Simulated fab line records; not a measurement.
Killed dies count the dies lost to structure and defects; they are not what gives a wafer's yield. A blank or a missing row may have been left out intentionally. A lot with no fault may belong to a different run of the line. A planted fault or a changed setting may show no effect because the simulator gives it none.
2 desks looking at one fault	flow n5Finfet	only its own numbers are on each desk; what lay behind them is given at the end

## METROLOGY DESK
What the gauges read for every lot (on any tool): the sampled wafers with a number, averaged. Marked OUT: a lot whose mean sits more than 4 standard deviations from the usual mean, which makes it out of limits; the brackets give that distance.
Columns: A = trenchDepthNm at N5_BEOL_M5_OCD_MEAS_38, usual 70.8 nm; B = cdNm at N5_BEOL_M5_CD_MEAS_35, usual 28.1 nm; C = M5_THK at N5_BEOL_M5_THK_MEAS_53, usual 60.9 nm; D = M5_RS at N5_BEOL_M5_RS_MEAS_57, usual 0.397 ohm/sq
lot	first seen here	A	B	C	D
L899	day 8 13:23	71.6	28.1	64.2	0.377
L901	day 9 07:14	71.5	28.5	59.8	0.404
L906	day 10 10:52	71.2	28.2	62.1	0.389
L910	day 11 19:22	71.6	27.8	61.4	0.397
L915	day 13 10:07	70.5	27.8	58.8	0.411
Finding of this desk: none of the 5 lots has anything out of limits.

## TOOL OWNER'S DESK, wetBench-02
The tool's own readings at N5_BEOL_M5_HM_STRIP_39 (strips TiN in peroxide tin strip, target depth 25 nm, time 158 s): means of the sampled wafers that have a number, for each lot that ran on this tool. Marked OUT: a lot whose mean sits more than 4 standard deviations from the usual mean, which makes it out of limits; the brackets give that distance.
Columns: A = bathGuardTempC at N5_BEOL_M5_HM_STRIP_39, usual 49.9 C
lot	first seen here	A
L910	day 11 19:23	50.2
L915	day 13 10:08	49.9
Finding of this desk: none of the 2 lots has anything out of limits.

## BROUGHT TOGETHER
At the metrology desk, nothing out of limits was observed.
The desk of the tool owner found nothing out of limits.

## WHAT THE SIMULATOR PUT IN
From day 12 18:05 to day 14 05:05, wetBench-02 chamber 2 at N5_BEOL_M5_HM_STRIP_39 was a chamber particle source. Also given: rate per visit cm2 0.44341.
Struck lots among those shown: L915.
